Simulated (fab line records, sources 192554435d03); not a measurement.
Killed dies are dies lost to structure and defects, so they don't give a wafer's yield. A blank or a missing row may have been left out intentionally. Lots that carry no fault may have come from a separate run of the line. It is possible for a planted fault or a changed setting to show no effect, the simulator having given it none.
A struck lot beside a sound one ; flow n5-finfet ; 43 out of 1938 route steps
Sound: wafers L209.2, L209.4, L209.6. Wafers L220.1, L220.2, L220.4 were the ones struck. Last of all comes the cause.
Order at every step that has rows: each side's tool, ch and its chambers, its first start. Under that, the readings that differ: sound wafers ; struck wafers ; difference of the means ; sigmas: that difference in standard deviations of wafers without a fault.
alike: same words and numbers on both sides, and readings whose means sit less than 2 such deviations apart. not compared: any withheld reading, any reading some wafer has no value for, any bound like >300 that may hide the same value, and any number with overlapping values for which the record gives no deviation.
A row with sigmas, a row that says differs or no value, or rows on one side alone: a step with any of these is where the two part. Numbers that have no deviation but don't overlap get no sigmas and don't part them. Lack of a reading on every wafer of one side parts them only where that side has two or more wafers.

first, 11 steps without rows for these wafers: N5_BEOL_M3_DESCUM_33 (chemistry O2, time 7 s); N5_BEOL_M3_ETCH_77 (etches underlayer in N2/H2, target depth 6.5 nm, time 5.2 s); N5_BEOL_M3_ETCH_69 (etches SiARC in CF4, target depth 15.6 nm, time 26 s); N5_BEOL_M3_ALD_98 (deposits SiO2, target thk 2.5 nm, pulse time 1 s, co reactant pulse time 1 s); N5_BEOL_M3_ETCHBACK_99 (etches SiO2 in CHF3, target depth 5 nm, time 10.4 s); N5_BEOL_M3_ETCH_70 (etches SOC in N2/H2, target depth 80 nm, overetch 16 nm, time 120 s); N5_BEOL_M3_STRIP_71 (strips in N2/H2); N5_BEOL_M3_STRIP_78 (strips in N2/H2); N5_BEOL_M3_VIA_ETCH_34 (etches the open film in C4F6/O2, target depth 69.4 nm, time 65.9 s); N5_BEOL_M3_STRIP_83 (strips in C4F6/O2); N5_BEOL_M3_STRIP_36 (strips in N2/H2).
N5_BEOL_M3_TRENCH_ETCH_37: etches SiOC in C4F6/O2, target depth 55.555 nm, time 29.2 s.
  sound on rie-diel-05 ch 0,1,3, day 7 23:52; struck on rie-diel-05 ch 0,1,3, day 11 09:50
  no value came back on the struck wafers for any of 7 readings (C4F6_flow_sccm (sccm), O2_flow_sccm (sccm) and others); on the sound wafers C4F6_flow_sccm (sccm) reads 9.96 9.99 10.03
reading;sound;struck;difference;sigmas
model.TiN_of_BEOL_M3_HM_DEP_02.thk-nm (nm);18 17.8 17.8;20 20 20.2;+2;
  not compared: rf-hours-counter-h
then, 2 steps without rows for these wafers: N5_BEOL_M3_ETCH_41 (etches SiCN in CH3F/O2, target depth 29.9 nm, time 52.5 s); N5_BEOL_M3_STRIP_97 (strips in N2/H2, time 10 s).
N5_BEOL_M3_OCD_MEAS_38:
  sound: ocd-02 at day 8 00:01; struck: ocd-02 at day 11 10:00
reading;sound;struck;difference;sigmas
trench-depth-nm (nm);55.7 55.1 57.3;0.1 0 0;-56.0;-62
then, 25 steps without rows for these wafers: N5_BEOL_M3_HM_STRIP_39 (strips TiN in peroxide tin strip, target depth 25 nm, time 158 s); N5_BEOL_M3_SRD_40 (time 30 s); N5_BEOL_M3_PRECLEAN_42 (cleans in residue remover, time 60 s); N5_BEOL_M3_SRD_43 (time 30 s); N5_BEOL_M3_DEGAS_44 (time 60 s); N5_BEOL_M3_PRE_CLEAN_45 (time 30 s); N5_BEOL_M3_ALD_84 (deposits TaN, pulse time 2 s, purge time 3 s, co reactant purge time 2 s); N5_BEOL_M3_SURFACE_TREAT_85; N5_BEOL_M3_CVD_47 (deposits Co from CCTBA/H2, target thk 3 nm, time 223.8 s); N5_BEOL_M3_SPUTTER_48 (material Cu, target thk 4.5 nm, time 8.29 s); N5_BEOL_M3_ANNEAL_49 (time 240 s); N5_BEOL_M3_SPUTTER_79 (material Cu, target thk 4.5 nm, time 8.29 s); N5_BEOL_M3_ANNEAL_80 (time 240 s); N5_BEOL_M3_SPUTTER_81 (material Cu, target thk 4.5 nm, time 8.29 s); N5_BEOL_M3_ANNEAL_82 (time 240 s); N5_BEOL_M3_SPUTTER_86 (material Cu, target thk 4.5 nm, time 8.29 s); N5_BEOL_M3_ANNEAL_87 (time 240 s); N5_BEOL_M3_SPUTTER_88 (material Cu, target thk 4.5 nm, time 8.29 s); N5_BEOL_M3_ANNEAL_89 (time 240 s); N5_BEOL_M3_SPUTTER_90 (material Cu, target thk 4.5 nm, time 8.29 s); N5_BEOL_M3_ANNEAL_91 (time 240 s); N5_BEOL_M3_SPUTTER_92 (material Cu, target thk 4.5 nm, time 8.29 s); N5_BEOL_M3_ANNEAL_93 (time 240 s); N5_BEOL_M3_SPUTTER_94 (material Cu, target thk 4.5 nm, time 8.29 s); N5_BEOL_M3_ANNEAL_95 (time 240 s).
N5_BEOL_M3_CMP_52: polishes, stops on SiOC, t overpolish 6.8 s, target thk 40 nm.
  sound on cmp-03 ch 1,2,3, day 8 04:21; struck on cmp-03 ch 0,2,3, day 11 13:50
reading;sound;struck;difference;sigmas
model.Cu_of_BEOL_M3_ECD_50.thk-nm (nm);40.2 40.8 39.8;0 0 0;-40;
  alike: motor-current-A
  not compared: pad-life-wafers
N5_BEOL_M4_RC_MEAS_101:
  the record has rows for the sound wafers here (prober-01 ch 0, day 8 19:42) and none for the struck ones
-- record jumps: 5 days separate the struck wafers' starts on either side; left off in module BEOL_M4, taken up again in module PASSIVATION, whose first shown step is the route's number 1936 --
N5_PASSIVATION_PROBE_49:
  the record has rows for the struck wafers here (prober-01, day 16 15:03) and none for the sound ones

WHERE THEY PART
At N5_BEOL_M3_TRENCH_ETCH_37 first; at N5_PASSIVATION_PROBE_49 last (within this record only).

WHY: what had been put in by the simulator
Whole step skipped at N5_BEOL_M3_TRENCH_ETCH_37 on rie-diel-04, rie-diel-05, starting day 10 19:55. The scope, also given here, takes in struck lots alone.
